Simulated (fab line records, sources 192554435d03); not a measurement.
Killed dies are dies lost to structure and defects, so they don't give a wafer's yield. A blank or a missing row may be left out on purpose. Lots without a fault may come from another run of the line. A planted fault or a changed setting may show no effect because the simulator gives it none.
Which tool did it? | flow n5_finfet | 8 lots, 24 wafers sampled, at 5 steps of a route of 1938

WHAT THE GAUGES READ, wafer by wafer
N5_BEOL_M4_RC_MEAS_101. Usual: DIBL_N 36.0 mV/V, standard deviation 1.8; DIBL_P 36.3 mV/V, standard deviation 2.4; IOFF_N 0.16 nA/um, standard deviation 0.035; IOFF_P 0.21 nA/um, standard deviation 0.036; ION_N 673 uA/um, standard deviation 13; ION_P 461 uA/um, standard deviation 7.2; SS_N 71.4 mV/dec, standard deviation 0.6; SS_P 73.2 mV/dec, standard deviation 0.7; VT_N 250 mV, standard deviation 4; VT_P -250.9 mV, standard deviation 2.9.
lot  | measured     | on        | DIBL_N (mV/V)  | DIBL_P (mV/V)  | IOFF_N (nA/um) | IOFF_P (nA/um) | ION_N (uA/um) | ION_P (uA/um) | SS_N (mV/dec)  | SS_P (mV/dec)  | VT_N (mV)   | VT_P (mV)            | flag
L920 | day 9 10:52  | prober-02 | 33.9 37.5 35.4 | 34.9 37.1 36.2 | 0.13 0.19 0.15 | 0.17 0.20 0.19 | 674 668 678   | 461 455 470   | 70.4 72.0 71.5 | 73.2 73.4 73.2 | 254 248 249 | -250.4 -251.0 -250.7 |
L921 | day 10 02:00 | prober-02 | 32.7 34.2 35.7 | 32.6 34.1 37.3 | 0.10 0.12 0.15 | 0.14 0.16 0.20 | 643 663 692   | 446 453 471   | 70.0 71.5 71.5 | 71.9 72.7 73.3 | 259 255 248 | -257.7 -254.1 -249.6 |
L922 | day 9 23:12  | prober-01 | 35.3 35.7 32.9 | 37.0 36.7 34.1 | 0.15 0.15 0.11 | 0.20 0.20 0.16 | 675 666 668   | 464 459 465   | 71.0 71.3 71.0 | 73.5 73.3 72.7 | 249 253 255 | -252.4 -251.4 -253.0 |
L933 | day 12 16:12 | prober-02 | 35.5 34.0 36.1 | 37.7 35.7 37.6 | 0.18 0.14 0.17 | 0.22 0.19 0.23 | 683 682 680   | 467 469 457   | 70.6 71.1 71.8 | 73.8 72.9 73.7 | 247 251 247 | -248.6 -251.5 -248.3 |
L934 | day 12 22:46 | prober-01 | 37.1 35.1 37.7 | 38.5 35.2 38.7 | 0.16 0.12 0.17 | 0.23 0.20 0.24 | 678 664 680   | 465 463 470   | 71.7 71.3 71.9 | 73.3 72.1 73.4 | 251 257 250 | -248.7 -251.2 -249.4 |
L935 | day 12 17:22 | prober-01 | 39.2 34.6 35.4 | 40.2 35.4 35.4 | 0.21 0.13 0.13 | 0.26 0.18 0.19 | 685 673 662   | 468 462 455   | 71.6 71.3 71.5 | 74.1 73.0 73.3 | 246 254 254 | -249.3 -252.8 -252.0 |
L937 | day 14 04:22 | prober-01 | 36.3 36.6 35.2 | 34.9 36.3 33.6 | 0.15 0.15 0.13 | 0.20 0.22 0.17 | 679 671 661   | 465 459 450   | 71.5 70.9 71.0 | 73.1 73.6 71.9 | 246 249 250 | -251.2 -251.9 -253.3 |
L938 | day 14 07:43 | prober-02 | 37.5 37.7 36.6 | 39.3 39.7 38.0 | 0.18 0.18 0.16 | 0.24 0.25 0.23 | 691 680 685   | 475 471 474   | 71.0 72.0 71.1 | 73.8 74.1 73.4 | 246 247 246 | -246.5 -247.2 -248.1 |

WHICH TOOL RAN EACH LOT (tool, then ch and the chambers of the sampled wafers, then the start)
lot  | N5_MOL_CONTACT_COAG_ETCHBACK_132   | N5_MOL_CONTACT_COAG_ETCH_65        | N5_MOL_CONTACT_COAG_ETCH_67        | N5_MOL_CONTACT_COAG_ETCH_124
L920 | rie_diel-06 ch 0,1,2, day 6 05:22  | rie_diel-01 ch 0,1,3, day 6 06:28  | rie_diel-05 ch 0,1,2, day 6 06:48  | rie_diel-05 ch 0,1,2, day 6 06:57
L921 | rie_diel-01 ch 0,2,3, day 6 12:11  | rie_diel-06 ch 0,2,3, day 6 13:11  | rie_diel-01 ch 0,1,2, day 6 13:53  | rie_diel-01 ch 0,1,2, day 6 14:02
L922 | rie_diel-05 ch 0,2, day 6 15:32    | rie_diel-05 ch 1,2,3, day 6 16:30  | rie_diel-05 ch 0,1,2, day 6 16:49  | rie_diel-05 ch 0,1,2, day 6 16:58
L933 | rie_diel-06 ch 0,3, day 9 08:37    | rie_diel-05 ch 0,1, day 9 09:38    | rie_diel-05 ch 0,1,3, day 9 09:58  | rie_diel-05 ch 0,1,3, day 9 10:07
L934 | rie_diel-05 ch 0,3, day 9 14:35    | rie_diel-01 ch 1,2,3, day 9 15:41  | rie_diel-05 ch 0,1, day 9 16:28    | rie_diel-05 ch 0,1, day 9 16:37
L935 | rie_diel-06 ch 0,2,3, day 9 20:34  | rie_diel-01 ch 0,3, day 9 21:32    | rie_diel-05 ch 1,3, day 9 21:51    | rie_diel-05 ch 1,3, day 9 22:00
L937 | rie_diel-01 ch 1,2,3, day 10 12:10 | rie_diel-01 ch 0,2, day 10 13:09   | rie_diel-01 ch 0,2,3, day 10 13:28 | rie_diel-01 ch 0,2,3, day 10 13:37
L938 | rie_diel-05 ch 0,2,3, day 10 16:32 | rie_diel-05 ch 0,2,3, day 10 17:46 | rie_diel-05 ch 0,2,3, day 10 18:05 | rie_diel-05 ch 0,2,3, day 10 18:14
- N5_MOL_CONTACT_COAG_ETCHBACK_132: etches SiO2 in CHF3, target depth 10 nm, time 6.7 s.
- N5_MOL_CONTACT_COAG_ETCH_65: etches underlayer in N2/H2, target depth 13 nm, time 10.4 s.
- N5_MOL_CONTACT_COAG_ETCH_67: etches SOC in N2/H2, target depth 60 nm, overetch 21 nm, time 101.2 s.
- N5_MOL_CONTACT_COAG_ETCH_124: etches SiNx in CH3F/O2, stops on SiOC, target depth 6.5 nm.

WHAT THE TOOLS THEMSELVES READ (means of the sampled wafers that have a number; where no wafer has one, the mark that the record gives instead)
N5_MOL_CONTACT_COAG_ETCHBACK_132. Usual: drypump_motor_current_A 5.7 A, standard deviation 0.55; oes_product_au 0.76 a.u., standard deviation 0.08; rf_vpp_V 526 V, standard deviation 6.7; showerhead_plenum_p_Torr 2.36 Torr, standard deviation 0.066; throttle_valve_pct 18.76 %, standard deviation 0.26.
lot  | tool        | drypump_motor_current_A (A) | oes_product_au (a.u.) | rf_vpp_V (V) | showerhead_plenum_p_Torr (Torr) | throttle_valve_pct (%) | flag
L920 | rie_diel-06 | 5.7                         | 0.76                  | 520          | 2.33                            | 18.88                  |
L921 | rie_diel-01 | 5.5                         | 0.79                  | 529          | 2.36                            | 18.61                  |
L922 | rie_diel-05 | 5.9                         | 0.82                  | 525          | 2.37                            | 18.45                  |
L933 | rie_diel-06 | 5.5                         | 0.73                  | 526          | 2.36                            | 18.90                  |
L934 | rie_diel-05 | 6.1                         | 0.76                  | 525          | 2.42                            | 18.90                  |
L935 | rie_diel-06 | 5.9                         | 0.81                  | 527          | 2.40                            | 18.76                  |
L937 | rie_diel-01 | 5.6                         | 0.83                  | 527          | 2.37                            | 18.50                  |
L938 | rie_diel-05 | 5.9                         | 0.84                  | 529          | 2.41                            | 18.62                  |

N5_MOL_CONTACT_COAG_ETCH_65. Usual: drypump_motor_current_A 5.6 A, standard deviation 0.54; etch_rf_on_time_s 10.43 s, standard deviation 0.19; oes_product_au 0.65 a.u., standard deviation 0.07; rf_vpp_V 522.8 V, standard deviation 2.2; showerhead_plenum_p_Torr 2.51 Torr, standard deviation 0.068; throttle_valve_pct 17.91 %, standard deviation 0.25.
lot  | tool        | drypump_motor_current_A (A) | etch_rf_on_time_s (s) | oes_product_au (a.u.) | rf_vpp_V (V) | showerhead_plenum_p_Torr (Torr) | throttle_valve_pct (%) | flag
L920 | rie_diel-01 | 5.1                         | 10.49                 | 0.64                  | 522.9        | 2.52                            | 17.92                  |
L921 | rie_diel-06 | 5.9                         | 10.38                 | 0.62                  | 521.1        | 2.46                            | 17.99                  |
L922 | rie_diel-05 | 5.8                         | 10.58                 | 0.60                  | 525.6        | 2.58                            | 17.99                  |
L933 | rie_diel-05 | 6.0                         | 10.50                 | 0.69                  | 522.4        | 2.49                            | 17.68                  |
L934 | rie_diel-01 | 5.6                         | 10.29                 | 0.73                  | 524.4        | 2.54                            | 17.62                  |
L935 | rie_diel-01 | 5.0                         | 10.47                 | 0.73                  | 521.9        | 2.47                            | 17.88                  |
L937 | rie_diel-01 | 5.4                         | 10.39                 | 0.68                  | 521.6        | 2.49                            | 17.73                  |
L938 | rie_diel-05 | 5.9                         | 10.45                 | 0.72                  | 523.9        | 2.57                            | 17.78                  |

N5_MOL_CONTACT_COAG_ETCH_67. Usual: drypump_motor_current_A 5.7 A, standard deviation 0.54; oes_product_au 0.64 a.u., standard deviation 0.069; rf_vpp_V 523.1 V, standard deviation 2.3; showerhead_plenum_p_Torr 2.52 Torr, standard deviation 0.075; throttle_valve_pct 17.86 %, standard deviation 0.28.
lot  | tool        | drypump_motor_current_A (A) | oes_product_au (a.u.) | rf_vpp_V (V) | showerhead_plenum_p_Torr (Torr) | throttle_valve_pct (%) | flag
L920 | rie_diel-05 | 5.8                         | 0.64                  | 523.6        | 2.54                            | 17.74                  |
L921 | rie_diel-01 | 5.4                         | 0.68                  | 523.1        | 2.53                            | 17.61                  |
L922 | rie_diel-05 | 5.8                         | 0.64                  | 523.0        | 2.54                            | 17.74                  |
L933 | rie_diel-05 | 6.0                         | 0.63                  | 524.6        | 2.53                            | 17.87                  |
L934 | rie_diel-05 | 6.0                         | 0.68                  | 522.6        | 2.48                            | 17.66                  |
L935 | rie_diel-05 | 6.0                         | 0.59                  | 524.6        | 2.58                            | 18.09                  |
L937 | rie_diel-01 | 5.5                         | 0.71                  | 523.0        | 2.51                            | 17.64                  |
L938 | rie_diel-05 | 5.9                         | 0.69                  | 524.7        | 2.57                            | 17.74                  |

N5_MOL_CONTACT_COAG_ETCH_124. Usual: O2_flow_sccm 20.00 sccm, standard deviation 0.067; drypump_motor_current_A 5.7 A, standard deviation 0.54; oes_product_au 0.65 a.u., standard deviation 0.071; rf_vpp_V 298 V, standard deviation 3.8; showerhead_plenum_p_Torr 1.98 Torr, standard deviation 0.061; throttle_valve_pct 16.37 %, standard deviation 0.28.
lot  | tool        | O2_flow_sccm (sccm) | drypump_motor_current_A (A) | oes_product_au (a.u.) | rf_vpp_V (V) | showerhead_plenum_p_Torr (Torr) | throttle_valve_pct (%) | flag
L920 | rie_diel-05 | 20.03               | 5.8                         | 0.62                  | 299          | 2.00                            | 16.24                  |
L921 | rie_diel-01 | 20.01               | 5.5                         | 0.69                  | 298          | 1.99                            | 16.15                  |
L922 | rie_diel-05 | 20.02               | 5.8                         | 0.63                  | 300          | 2.00                            | 16.24                  |
L933 | rie_diel-05 | 19.98               | 6.0                         | 0.65                  | 298          | 2.00                            | 16.43                  |
L934 | rie_diel-05 | 20.05               | 6.0                         | 0.69                  | 295          | 1.97                            | 16.18                  |
L935 | rie_diel-05 | 20.03               | 6.0                         | 0.60                  | 299          | 2.03                            | 16.68                  |
L937 | rie_diel-01 | 20.10               | 5.5                         | 0.73                  | 299          | 1.97                            | 16.13                  |
L938 | rie_diel-05 | 20.05               | 5.9                         | 0.72                  | 299          | 2.02                            | 16.21                  |

THE ANSWER, worked out from the rows above alone
Rule: a lot is off if the mean of its wafers that have a number lies more than 3 standard deviations from the usual mean. A lot without any number at a reading at which 4 lots or more have one is off too. The other lots that the step has rows for count as sound. The gauges are gone through in route order, then the tools' own readings, and for those a lot's mean is taken as printed above. The first step at which some lot is off is used, and at that step the reading that is off furthest; a lot without a number counts as furthest.
No lot is off at any reading shown: from this, nothing can be told.

WHAT THE SIMULATOR HAD PUT IN
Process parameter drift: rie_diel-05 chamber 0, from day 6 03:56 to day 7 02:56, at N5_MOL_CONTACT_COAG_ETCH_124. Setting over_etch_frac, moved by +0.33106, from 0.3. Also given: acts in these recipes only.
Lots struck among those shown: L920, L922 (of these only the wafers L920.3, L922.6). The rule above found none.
